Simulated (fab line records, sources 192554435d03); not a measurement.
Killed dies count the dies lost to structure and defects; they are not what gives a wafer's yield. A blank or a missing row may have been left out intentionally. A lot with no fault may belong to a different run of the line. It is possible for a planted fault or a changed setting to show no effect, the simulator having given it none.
Which tool is to blame? | flow n5 finfet | 24 lots with 72 wafers sampled at 6 steps, on a route of 1938 steps

WHAT THE GAUGES SHOWED, per wafer
N5_BEOL_M1_CD_MEAS_11: target cd 17.05 nm.
lot  | measured     | on        | cd nm (nm)
L074 | day 6 00:38  | cd sem-03 | 16.96 17.15 17.25
L075 | day 6 11:09  | cd sem-01 | 16.58 16.62 16.91
L076 | day 6 17:44  | cd sem-03 | 17.21 17.28 17.50
L077 | day 6 14:54  | cd sem-03 | 16.95 16.75 16.68
L078 | day 7 01:53  | cd sem-01 | 17.17 16.96 17.31
L079 | day 7 09:19  | cd sem-01 | 16.88 17.14 17.83
L080 | day 7 17:07  | cd sem-02 | 17.13 17.08 16.81
L081 | day 7 22:02  | cd sem-02 | 17.22 17.42 17.17
L082 | day 7 22:14  | cd sem-03 | 17.33 17.16 17.29
L083 | day 8 09:58  | cd sem-03 | 16.98 16.87 17.06
L084 | day 8 15:29  | cd sem-02 | 16.89 17.49 17.16
L085 | day 8 23:40  | cd sem-01 | 17.41 16.83 16.91
L086 | day 9 04:08  | cd sem-01 | 17.57 17.10 17.47
L087 | day 9 07:17  | cd sem-03 | 17.07 17.53 17.08
L088 | day 9 13:32  | cd sem-01 | 17.08 17.03 17.36
L089 | day 9 20:11  | cd sem-03 | 17.10 17.15 16.47
L090 | day 10 02:11 | cd sem-01 | 17.16 17.08 17.36
L091 | day 10 09:47 | cd sem-03 | 17.03 17.09 17.06
L092 | day 10 07:23 | cd sem-03 | 17.11 16.90 16.98
L093 | day 10 14:18 | cd sem-03 | 17.10 16.80 17.04
L094 | day 11 07:19 | cd sem-01 | 17.39 17.12 17.36
L095 | day 11 15:55 | cd sem-03 | 17.41 17.11 16.91
L096 | day 11 16:28 | cd sem-03 | 17.15 16.99 16.80
L097 | day 11 23:09 | cd sem-02 | 17.47 17.00 17.22

N5_BEOL_M1_INSPECT_13: inspects for defects (brightfield).
lot  | measured     | on                | raw defect count
L074 | day 6 00:43  | defect inspect-01 | 282 311 441
L075 | day 6 11:14  | defect inspect-02 | 466 709 502
L076 | day 6 17:49  | defect inspect-01 | 310 328 423
L077 | day 6 14:59  | defect inspect-01 | 307 352 345
L078 | day 7 01:58  | defect inspect-01 | 541 675 437
L079 | day 7 09:23  | defect inspect-01 | 304 318 246
L080 | day 7 17:11  | defect inspect-02 | 396 313 315
L081 | day 7 22:07  | defect inspect-02 | 641 483 438
L082 | day 7 22:19  | defect inspect-02 | 350 447 351
L083 | day 8 10:03  | defect inspect-01 | 392 445 333
L084 | day 8 15:34  | defect inspect-02 | 336 564 494
L085 | day 8 23:46  | defect inspect-01 | 510 558 443
L086 | day 9 04:13  | defect inspect-01 | 335 438 495
L087 | day 9 07:23  | defect inspect-01 | 459 551 386
L088 | day 9 13:37  | defect inspect-01 | 320 298 304
L089 | day 9 20:17  | defect inspect-02 | 500 523 427
L090 | day 10 02:16 | defect inspect-01 | 465 604 694
L091 | day 10 09:52 | defect inspect-01 | 336 311 505
L092 | day 10 07:28 | defect inspect-01 | 384 453 482
L093 | day 10 14:23 | defect inspect-02 | 592 605 434
L094 | day 11 07:24 | defect inspect-02 | 332 506 461
L095 | day 11 16:00 | defect inspect-02 | 461 504 643
L096 | day 11 16:33 | defect inspect-02 | 529 671 521
L097 | day 11 23:14 | defect inspect-02 | 500 572 541

WHAT TOOL EACH LOT RAN ON (gives the tool, then ch and the chambers of the sampled wafers, and finally the start)
lot  | N5_BEOL_M0_SAQP_MANDREL2_REMOVE_110 | N5_BEOL_M0_SAQP_CUT_ETCH_46        | N5_BEOL_M0_ANNEAL_117        | N5_BEOL_M0_ANNEAL_133
L074 | rie si-05 ch 0,2,3, day 5 16:35     | rie diel-05 ch 1,2,3, day 5 17:20  | pvd sputter-02, day 5 21:05  | pvd sputter-02, day 5 21:13
L075 | rie si-01 ch 0,2, day 6 00:18       | rie diel-01 ch 0,1,3, day 6 01:02  | pvd sputter-01, day 6 07:56  | pvd sputter-01, day 6 08:03
L076 | rie si-01 ch 0,2, day 6 04:26       | rie diel-05 ch 1,2,3, day 6 05:03  | pvd sputter-01, day 6 13:49  | pvd sputter-01, day 6 13:56
L077 | rie si-01 ch 0,2, day 6 07:16       | rie diel-06 ch 1,2, day 6 08:06    | pvd sputter-02, day 6 11:59  | pvd sputter-02, day 6 12:06
L078 | rie si-06 ch 0,3, day 6 14:59       | rie diel-06 ch 0,2, day 6 15:44    | pvd sputter-01, day 6 20:25  | pvd sputter-01, day 6 20:32
L079 | rie si-01 ch 0,2, day 6 21:50       | rie diel-05 ch 0,1,3, day 6 22:28  | pvd sputter-02, day 7 05:15  | pvd sputter-02, day 7 05:22
L080 | rie si-05 ch 0,3, day 7 06:58       | rie diel-01 ch 1,2, day 7 07:35    | pvd sputter-01, day 7 14:34  | pvd sputter-01, day 7 14:41
L081 | rie si-05 ch 1,2,3, day 7 11:01     | rie diel-01 ch 2,3, day 7 11:39    | pvd sputter-03, day 7 17:28  | pvd sputter-03, day 7 17:35
L082 | rie si-06 ch 0,1,3, day 7 13:34     | rie diel-01 ch 0,1,2, day 7 14:12  | pvd sputter-03, day 7 19:52  | pvd sputter-03, day 7 19:59
L083 | rie si-06 ch 0,2,3, day 7 20:53     | rie diel-01 ch 1,2,3, day 7 21:31  | pvd sputter-03, day 8 05:58  | pvd sputter-03, day 8 06:05
L084 | rie si-01 ch 1,2, day 8 06:17       | rie diel-05 ch 2,3, day 8 07:31    | pvd sputter-01, day 8 12:31  | pvd sputter-01, day 8 12:46
L085 | rie si-05 ch 0,3, day 8 07:46       | rie diel-01 ch 1,2,3, day 8 08:40  | pvd sputter-02, day 8 17:28  | pvd sputter-02, day 8 17:35
L086 | rie si-06 ch 1,2,3, day 8 19:25     | rie diel-01 ch 0,1,2, day 8 20:02  | pvd sputter-01, day 9 00:37  | pvd sputter-01, day 9 00:44
L087 | rie si-05 ch 1,3, day 8 22:20       | rie diel-06 ch 0,3, day 8 23:11    | pvd sputter-03, day 9 04:40  | pvd sputter-03, day 9 04:47
L088 | rie si-06 ch 0,1,3, day 9 04:07     | rie diel-05 ch 1,2,3, day 9 04:49  | pvd sputter-01, day 9 10:13  | pvd sputter-01, day 9 10:20
L089 | rie si-06 ch 0,1,2, day 9 11:37     | rie diel-06 ch 1,2,3, day 9 12:32  | pvd sputter-03, day 9 17:23  | pvd sputter-03, day 9 17:31
L090 | rie si-05 ch 0,1,2, day 9 18:23     | rie diel-01 ch 0,1,2, day 9 19:09  | pvd sputter-02, day 9 23:14  | pvd sputter-02, day 9 23:22
L091 | rie si-01 ch 1,2, day 9 20:11       | rie diel-01 ch 1,3, day 9 20:49    | pvd sputter-02, day 10 05:31 | pvd sputter-02, day 10 05:38
L092 | rie si-05 ch 0,1,2, day 9 23:02     | rie diel-05 ch 0,1,2, day 9 23:45  | pvd sputter-02, day 10 04:49 | pvd sputter-02, day 10 04:56
L093 | rie si-06 ch 2,3, day 10 06:21      | rie diel-01 ch 1,2,3, day 10 07:06 | pvd sputter-01, day 10 11:29 | pvd sputter-01, day 10 11:37
L094 | rie si-05 ch 2,3, day 10 23:11      | rie diel-06 ch 0,3, day 10 23:48   | pvd sputter-02, day 11 04:38 | pvd sputter-02, day 11 04:46
L095 | rie si-01 ch 0,1,3, day 11 03:14    | rie diel-06 ch 1,3, day 11 04:11   | pvd sputter-02, day 11 11:23 | pvd sputter-02, day 11 11:31
L096 | rie si-05 ch 0,1,3, day 11 04:43    | rie diel-05 ch 0,3, day 11 05:34   | pvd sputter-03, day 11 13:07 | pvd sputter-03, day 11 13:14
L097 | rie si-05 ch 1,2,3, day 11 10:13    | rie diel-01 ch 0,2,3, day 11 10:58 | pvd sputter-01, day 11 17:53 | pvd sputter-01, day 11 18:01
- N5_BEOL_M0_SAQP_MANDREL2_REMOVE_110: chemistry HBr/Cl2/O2, target a-Si, stops on SiCN, bt time 10 s.
- N5_BEOL_M0_SAQP_CUT_ETCH_46: etches SOC in N2/H2, target depth 135 nm, overetch 27 nm, time 202.5 s.
- N5_BEOL_M0_ANNEAL_117: time 60 s.
- N5_BEOL_M0_ANNEAL_133: time 60 s.

WHAT THE TOOLS THEMSELVES READ (means of the sampled wafers that have a number; where no wafer has one, the mark that the record gives instead)
N5_BEOL_M0_SAQP_MANDREL2_REMOVE_110.
lot  | tool      | bias w (W) | drypump motor current A (A) | oes product au (a.u.) | throttle valve pct (%)
L074 | rie si-05 | 30.01      | 5.9                         | 0.994                 | 36.8
L075 | rie si-01 | 29.98      | 5.1                         | 1.023                 | 36.5
L076 | rie si-01 | 30.08      | 5.5                         | 1.000                 | 36.6
L077 | rie si-01 | 29.94      | 5.5                         | 1.010                 | 36.6
L078 | rie si-06 | 30.07      | 5.9                         | 1.034                 | 36.5
L079 | rie si-01 | 30.00      | 5.5                         | 1.007                 | 36.6
L080 | rie si-05 | 30.09      | 6.1                         | 1.000                 | 37.0
L081 | rie si-05 | 30.14      | 6.0                         | 0.993                 | 36.6
L082 | rie si-06 | 30.03      | 6.2                         | 1.019                 | 36.4
L083 | rie si-06 | 30.11      | 5.9                         | 1.018                 | 36.6
L084 | rie si-01 | 30.06      | 5.7                         | 1.008                 | 36.7
L085 | rie si-05 | 29.88      | 6.4                         | 0.995                 | 37.1
L086 | rie si-06 | 30.04      | 6.2                         | 1.001                 | 36.5
L087 | rie si-05 | 30.01      | 6.5                         | 0.998                 | 36.9
L088 | rie si-06 | 30.01      | 6.1                         | 1.013                 | 36.4
L089 | rie si-06 | 30.02      | 6.1                         | 1.007                 | 36.3
L090 | rie si-05 | 30.01      | 5.7                         | 0.995                 | 36.6
L091 | rie si-01 | 30.07      | 5.1                         | 1.013                 | 36.6
L092 | rie si-05 | 30.00      | 5.8                         | 0.988                 | 36.6
L093 | rie si-06 | 30.08      | 6.0                         | 0.989                 | 36.6
L094 | rie si-05 | 30.09      | 6.1                         | 0.995                 | 36.8
L095 | rie si-01 | 30.03      | 6.2                         | 1.001                 | 36.5
L096 | rie si-05 | 29.94      | 6.2                         | 0.993                 | 36.8
L097 | rie si-05 | 29.96      | 6.0                         | 0.998                 | 36.6

N5_BEOL_M0_SAQP_CUT_ETCH_46.
lot  | tool        | bias w (W) | drypump motor current A (A) | rf vpp V (V) | showerhead plenum p Torr (Torr) | throttle valve pct (%)
L074 | rie diel-05 | 150.5      | 5.5                         | 525.3        | 2.57                            | 17.80
L075 | rie diel-01 | 150.2      | 5.9                         | 526.1        | 2.63                            | 18.06
L076 | rie diel-05 | 150.0      | 5.5                         | 524.0        | 2.56                            | 17.81
L077 | rie diel-06 | 150.0      | 5.4                         | 524.3        | 2.58                            | 17.84
L078 | rie diel-06 | 149.6      | 5.7                         | 525.8        | 2.61                            | 17.90
L079 | rie diel-05 | 149.7      | 5.6                         | 525.2        | 2.58                            | 17.76
L080 | rie diel-01 | 150.0      | 5.7                         | 524.6        | 2.59                            | 18.17
L081 | rie diel-01 | 149.7      | 5.6                         | 525.0        | 2.59                            | 17.65
L082 | rie diel-01 | 150.0      | 5.8                         | 524.5        | 2.59                            | 18.02
L083 | rie diel-01 | 149.8      | 5.7                         | 525.2        | 2.59                            | 17.91
L084 | rie diel-05 | 149.7      | 5.6                         | 524.3        | 2.57                            | 17.92
L085 | rie diel-01 | 149.8      | 5.7                         | 524.6        | 2.59                            | 17.92
L086 | rie diel-01 | 149.8      | 5.8                         | 523.9        | 2.58                            | 18.04
L087 | rie diel-06 | 149.8      | 5.5                         | 522.8        | 2.53                            | 17.94
L088 | rie diel-05 | 149.9      | 5.5                         | 524.8        | 2.56                            | 17.86
L089 | rie diel-06 | 149.9      | 5.4                         | 524.0        | 2.53                            | 17.74
L090 | rie diel-01 | 150.5      | 5.8                         | 524.4        | 2.58                            | 18.05
L091 | rie diel-01 | 150.6      | 5.8                         | 525.6        | 2.63                            | 17.86
L092 | rie diel-05 | 150.3      | 5.6                         | 525.2        | 2.60                            | 17.83
L093 | rie diel-01 | 150.1      | 5.7                         | 524.4        | 2.58                            | 17.95
L094 | rie diel-06 | 150.2      | 5.6                         | 525.0        | 2.58                            | 17.97
L095 | rie diel-06 | 149.8      | 5.3                         | 522.7        | 2.55                            | 17.52
L096 | rie diel-05 | 150.3      | 5.8                         | 525.0        | 2.59                            | 17.84
L097 | rie diel-01 | 150.0      | 5.7                         | 524.6        | 2.57                            | 17.82

N5_BEOL_M0_ANNEAL_117.
lot  | tool           | heater power w (W)
L074 | pvd sputter-02 | 844
L075 | pvd sputter-01 | 742
L076 | pvd sputter-01 | 731
L077 | pvd sputter-02 | 900
L078 | pvd sputter-01 | 737
L079 | pvd sputter-02 | 906
L080 | pvd sputter-01 | 776
L081 | pvd sputter-03 | 806
L082 | pvd sputter-03 | 933
L083 | pvd sputter-03 | 819
L084 | pvd sputter-01 | 753
L085 | pvd sputter-02 | 908
L086 | pvd sputter-01 | 736
L087 | pvd sputter-03 | 1003
L088 | pvd sputter-01 | 748
L089 | pvd sputter-03 | 944
L090 | pvd sputter-02 | 848
L091 | pvd sputter-02 | 916
L092 | pvd sputter-02 | 923
L093 | pvd sputter-01 | 734
L094 | pvd sputter-02 | 809
L095 | pvd sputter-02 | 889
L096 | pvd sputter-03 | 878
L097 | pvd sputter-01 | 755

N5_BEOL_M0_ANNEAL_133.
lot  | tool           | heater power w (W)
L074 | pvd sputter-02 | 857
L075 | pvd sputter-01 | 733
L076 | pvd sputter-01 | 720
L077 | pvd sputter-02 | 912
L078 | pvd sputter-01 | 740
L079 | pvd sputter-02 | 896
L080 | pvd sputter-01 | 755
L081 | pvd sputter-03 | 827
L082 | pvd sputter-03 | 944
L083 | pvd sputter-03 | 836
L084 | pvd sputter-01 | 760
L085 | pvd sputter-02 | 893
L086 | pvd sputter-01 | 737
L087 | pvd sputter-03 | 976
L088 | pvd sputter-01 | 749
L089 | pvd sputter-03 | 940
L090 | pvd sputter-02 | 833
L091 | pvd sputter-02 | 892
L092 | pvd sputter-02 | 913
L093 | pvd sputter-01 | 745
L094 | pvd sputter-02 | 829
L095 | pvd sputter-02 | 888
L096 | pvd sputter-03 | 894
L097 | pvd sputter-01 | 763

THE ANSWER, worked out from the rows above alone
Rule: what is usual is taken from the lots themselves. The widest of any qualifying gaps counts: lots, ordered by their means at a reading, are off when they make up no more than a third of the lots, leave a main group of 4 or more, and stand apart from it by 3 or more times the standard deviation of that group's means. A main group whose means are all the same, to the digits that the tables above print for the reading, isn't used. A lot without any number at a reading at which 4 lots or more have one is off too. The other lots that the step has rows for count as sound. The gauges are gone through in route order, then the tools' own readings, and for those a lot's mean is taken as printed above. At the first step where some lot is off, the reading lying furthest off is the one used; lots without a number count as furthest.
Nothing can be told from this: no lot is off at any reading shown.

WHAT THE SIMULATOR PUT IN
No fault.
